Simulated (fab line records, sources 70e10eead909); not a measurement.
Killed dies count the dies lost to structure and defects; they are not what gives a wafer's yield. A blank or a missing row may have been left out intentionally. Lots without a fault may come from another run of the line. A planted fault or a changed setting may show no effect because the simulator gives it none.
Comparing a struck lot with a sound one || flow nand-harc || 15 out of 1302 route steps
Sound: these wafers, L552.1, L552.2, L552.4. Struck: wafer L547.5. (L547.1, L547.2 of the same lot were not struck and are left out.) The cause comes at the end.
Each step with rows lists, per side, the tool, then ch with its chambers, then its first start. Under that, the readings that differ: sound wafers || struck wafers || difference of the means || sigmas: that difference in standard deviations of wafers without a fault.
alike: same words and numbers on both sides, and readings whose means sit less than 2 such deviations apart. not compared: any withheld reading, any reading some wafer has no value for, any bound like >300 that may hide the same value, and any number with overlapping values for which the record gives no deviation.
The two part at a step that has a row with sigmas, a row that says differs or no value, or rows on one side only. Numbers that don't overlap but have no deviation are shown without sigmas and don't part them. A reading that every wafer of one side lacks parts them only if that side has two wafers or more.

first, 8 steps without rows for these wafers: NHARC_A_M1_HMDS_02 (time 30 s); NHARC_A_M1_COAT_34 (time 65 s); NHARC_A_M1_COAT_03 (resist thk 90 nm); NHARC_A_M1_SOFTBAKE_04 (time 55 s); NHARC_A_M1_EBR_05; NHARC_A_M1_EXPOSE_06 (exposes mask A M1, target cd 120 nm); NHARC_A_M1_PEB_07 (peb time 65 s); NHARC_A_M1_DEVELOP_08 (develop time 35 s).
NHARC_A_M1_CD_MEAS_09 targets a cd of 120 nm.
  sound on cd-sem-02 ch 0, day 29 05:47; struck on cd-sem-03 ch 0, day 27 22:42
  alike: cd-nm
NHARC_A_M1_OVL_MEAS_10: pitch 240 nm.
  sound on overlay-01, day 29 05:52; struck on overlay-02, day 27 22:47
{"reading": "overlay-y-nm (nm)", "sound": "0.8 0.1 0.4", "struck": 2.5, "difference": "+2.1", "sigmas": "+2"}
  alike: overlay-x-nm
NHARC_A_M1_INSPECT_11:
  sound on defect-inspect-01, day 29 05:55; struck on defect-inspect-01, day 27 22:50
  alike: raw-defect-count
NHARC_A_M1_DESCUM_14: chemistry O2, time 3 s.
  sound on rie-diel-08 ch 0,1,2, day 29 05:58; struck on rie-diel-05 ch 1, day 27 22:54
  alike: drypump-motor-current-A, oes-product-au, rf-vpp-V, showerhead-plenum-p-Torr, throttle-valve-pct
  not compared: rf-hours-counter-h
NHARC_A_M1_ETCH_35: etches the open film in N2/H2, target depth 40 nm, overetch 12 nm, time 43.94 s.
  sound on rie-diel-08 ch 0,1,3, day 29 06:04; struck on rie-diel-05 ch 2, day 27 22:59
{"reading": "run-length-s (s)", "sound": "65.9 65.8 65.6", "struck": 53.8, "difference": -12.0, "sigmas": -24}
  alike: drypump-motor-current-A, oes-product-au, rf-vpp-V, showerhead-plenum-p-Torr, throttle-valve-pct
  not compared: rf-hours-counter-h
NHARC_A_M1_ETCH_15: etches the open film in C4F8/Ar, target depth 182.5 nm, time 91.2 s.
  sound: rie-diel-08 ch 1,2,3; struck: rie-diel-05 ch 1
  alike: oes-product-au, rf-vpp-V, run-length-s
  not compared: rf-hours-counter-h
NHARC_END_SORT_01:
  sound on prober-02 ch 0, day 30 23:24; struck on prober-02 ch 0, day 29 16:28
  alike: defect-limited-yield, killed-at-array, killed-at-other, killed-at-periphery, killed-dies, killed-open, killed-short, sort_bin_2_pct, sort_bin_3_pct, sort_bin_4_pct, sort-n-pass, sort-rim-yield-pct, sort-yield-pct

## WHERE THEY PART
Last at NHARC_A_M1_ETCH_35 as far as this record goes, first at NHARC_A_M1_OVL_MEAS_10. Later steps at which nothing parts them and some readings are alike: NHARC_A_M1_ETCH_15, NHARC_END_SORT_01.

WHY: what the simulator had put in
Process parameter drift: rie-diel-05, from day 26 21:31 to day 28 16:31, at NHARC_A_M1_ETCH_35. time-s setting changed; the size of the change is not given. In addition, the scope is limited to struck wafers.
